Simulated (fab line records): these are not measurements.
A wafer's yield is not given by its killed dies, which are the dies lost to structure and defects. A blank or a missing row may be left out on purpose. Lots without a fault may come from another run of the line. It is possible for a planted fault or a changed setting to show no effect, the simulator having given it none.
Struck lot and sound lot, side by side ; flow n5Finfet ; 40 out of 1938 route steps
Sound: these wafers, L394.2, L394.3, L394.5. Struck: wafer L400.6 (left out: L400.1, L400.4 of the same lot, which were not struck); the cause appears at the end.
At each step with rows: each side's tool, then ch and its chambers, then its first start. Under that, the readings that differ: sound wafers ; struck wafers ; difference of the means ; sigmas: that difference in standard deviations of wafers without a fault.
alike: words and numbers the same on both sides, and readings whose means are apart by under 2 such deviations; not compared: readings that were withheld, readings missing a value for some wafer, numbers with overlapping values and no deviation given by the record, and bounds like >300 which may hide the same value.
The two part at a step that has a row with sigmas, a row that says differs or no value, or rows on one side only. Numbers that have no deviation but don't overlap get no sigmas and don't part them. Lack of a reading on every wafer of one side parts them only where that side has two or more wafers.

first, 1 step without rows for these wafers: N5_MOL_CONTACT_COAG_STRIP_98 (strips in N2/H2).
N5_MOL_CONTACT_COAG_CD_MEAS_99: the cd target is 17.2 nm.
  struck on cdSem-03, day 7 19:50; sound on cdSem-02, day 6 06:37
reading;sound;struck;difference;sigmas
cdNm (nm);17.48 17.25 16.69;16.47;-0.67;-2
then, 6 steps without rows for these wafers: N5_MOL_CONTACT_COAG_IMPLANT_129; N5_MOL_CONTACT_COAG_PRECLEAN_111 (cleans in NF3:NH3, afs cycles 1, time 20 s, sublimation time 60 s); N5_MOL_CONTACT_COAG_TI_SIL_19 (material Ti, target thk 4.2 nm, time 15 s); N5_MOL_CONTACT_COAG_ALD_20 (deposits TiN, target thk 1.5 nm, pulse time 1 s, purge time 3 s); N5_MOL_CONTACT_COAG_SIL_ANNEAL_21 (time 60 s); N5_MOL_CONTACT_COAG_PRE_CLEAN_141 (time 60 s).
N5_MOL_CONTACT_COAG_SPUTTER_143: material Co, target thk 2.5 nm.
  struck on pvdSputter-03, day 7 23:19; sound on pvdSputter-03, day 6 08:43
  alike: throttleValvePct
then, 3 steps without rows for these wafers: N5_MOL_CONTACT_COAG_CO_FILL_22 (material Co, precursor CCTBA/H2, target thk 20 nm); N5_MOL_CONTACT_COAG_ANNEAL_113 (time 300 s); N5_MOL_CONTACT_COAG_PRE_CLEAN_142 (time 60 s).
N5_MOL_CONTACT_COAG_SPUTTER_130: material Co, target thk 47.5 nm.
  struck on pvdSputter-03, day 8 03:01; sound on pvdSputter-03, day 6 11:28
  alike: throttleValvePct
then, 6 steps without rows for these wafers: N5_MOL_CONTACT_COAG_PRECLEAN_125 (cleans in DIW, time 57.5 s); N5_MOL_CONTACT_COAG_SRD_126 (dry time 32 s); N5_MOL_CONTACT_COAG_CMP_23 (polishes, stops on SiO2, t overpolish 1.5 s, target thk 0 nm); N5_MOL_CONTACT_COAG_WET_ETCH_26 (target Co, target depth 13 nm); N5_MOL_CONTACT_COAG_WET_ETCH_116 (etches the open film in SC1-inhibited, target depth 4.6 nm, rinse time 30 s); N5_MOL_CONTACT_COAG_ALD_27 (deposits SiOC, target thk 17 nm, pulse time 1.5 s, time 2720 s).
N5_MOL_CONTACT_COAG_CMP_28: polishes, stops on SiNx, t overpolish 0.85 s, target thk 14.522 nm.
  sound on cmp-04 ch 2,3, day 6 14:02; struck on cmp-01 ch 1, day 8 05:35
reading;sound;struck;difference;sigmas
timeToEndpointS (s);8.9 6.4 7.5;3.8;-3.8;-2
  alike: edgeZonePressureFrac, motorCurrentA
N5_MOL_CONTACT_COAG_THK_MEAS_29:
  struck on filmMetro-02, day 8 05:53; sound on filmMetro-02, day 6 14:20
  alike: MD_CAP_THK
then, 11 steps without rows for these wafers: N5_MOL_CONTACT_COAG_ALD_123 (deposits SiNx, target thk 5 nm, pulse time 1 s, purge time 2 s); N5_MOL_CONTACT_COAG_PECVD_31 (deposits SiO2 from TEOS/O2, target thk 46 nm, time 8.9 s); N5_MOL_CONTACT_COAG_COAT_75 (time 60 s, resist thk 60 nm); N5_MOL_CONTACT_COAG_COAT_76 (time 60 s, resist thk 10 nm); N5_MOL_CONTACT_COAG_COAT_77 (time 60 s, resist thk 10 nm); N5_MOL_CONTACT_COAG_COAT_78 (resist thk 40 nm); N5_MOL_CONTACT_COAG_EBR_80; N5_MOL_CONTACT_COAG_SOFTBAKE_79 (time 60 s); N5_MOL_CONTACT_COAG_EXPOSE_81 (exposes mask VG, defocus 0 nm); N5_MOL_CONTACT_COAG_PEB_82 (peb time 60 s); N5_MOL_CONTACT_COAG_DEVELOP_83 (develop time 30 s).
N5_MOL_CONTACT_COAG_CD_MEAS_84: the cd target is 25.1 nm.
  sound on cdSem-02 ch 0, day 6 15:13; struck on cdSem-03 ch 0, day 8 06:55
  alike: cdNm
N5_MOL_CONTACT_COAG_OVL_MEAS_85:
  sound on overlay-02 ch 0, day 6 15:15; struck on overlay-01 ch 0, day 8 06:56
  alike: VG_OVL
then, 1 step without rows for these wafers: N5_MOL_CONTACT_COAG_DESCUM_88 (chemistry O2, time 7 s).
N5_MOL_CONTACT_COAG_ETCH_89: etches underlayer in N2/H2, target depth 13 nm, time 10.4 s.
  sound on rieDiel-02 ch 0,1,2, day 6 15:22; struck on rieDiel-04 ch 1, day 8 07:14
  alike: biasW, drypumpMotorCurrentA, etchRfOnTimeS, oesProductAu, rfVppV, showerheadPlenumPTorr, throttleValvePct
  not compared: rfHoursCounterH
then, 1 step without rows for these wafers: N5_MOL_CONTACT_COAG_ETCH_90 (etches SiARC in CF4, target depth 13 nm, time 21.7 s).
N5_MOL_CONTACT_COAG_ALD_131: deposits SiO2, target thk 5 nm, pulse time 1 s, co reactant pulse time 1 s.
  sound on aldSin-03 ch 0,3, day 6 16:11; struck on aldSin-03 ch 0, day 8 07:20
  alike: heaterPowerW, precursorPulseHeightRel
N5_MOL_CONTACT_COAG_ETCHBACK_132: etches SiO2 in CHF3, target depth 10 nm, time 6.7 s.
  sound on rieDiel-06 ch 0,1, day 6 16:22; struck on rieDiel-02 ch 3, day 8 07:31
reading;sound;struck;difference;sigmas
CHF3_flow_sccm (sccm);50.01 50.24 50.04;49.67;-0.43;-3
  alike: biasW, drypumpMotorCurrentA, oesProductAu, rfVppV, showerheadPlenumPTorr, throttleValvePct
  not compared: rfHoursCounterH
-- here the record skips 7 days between the struck wafers' starts before and after, leaving off in module MOL_CONTACT_COAG and picking up in module PASSIVATION (first step shown: number 1936 of the route) --
N5_PASSIVATION_PROBE_49:
  struck on prober-01, day 14 20:48; sound on prober-02, day 13 18:11
reading;sound;struck;difference;sigmas
killedAtContacts;5 8 9;118;+111;+19
killedDies;62 68 82;216;+145;+10
killedOpen;39 43 41;79;+38;+3
  alike: killed_at_M0_to_M3, killed_at_M4_up, killedAtFrontEnd, killedAtOther, killedShort

== WHERE THEY PART ==
Earliest at N5_MOL_CONTACT_COAG_CD_MEAS_99; latest, in this record, at N5_PASSIVATION_PROBE_49.

WHY: the cause the simulator had injected
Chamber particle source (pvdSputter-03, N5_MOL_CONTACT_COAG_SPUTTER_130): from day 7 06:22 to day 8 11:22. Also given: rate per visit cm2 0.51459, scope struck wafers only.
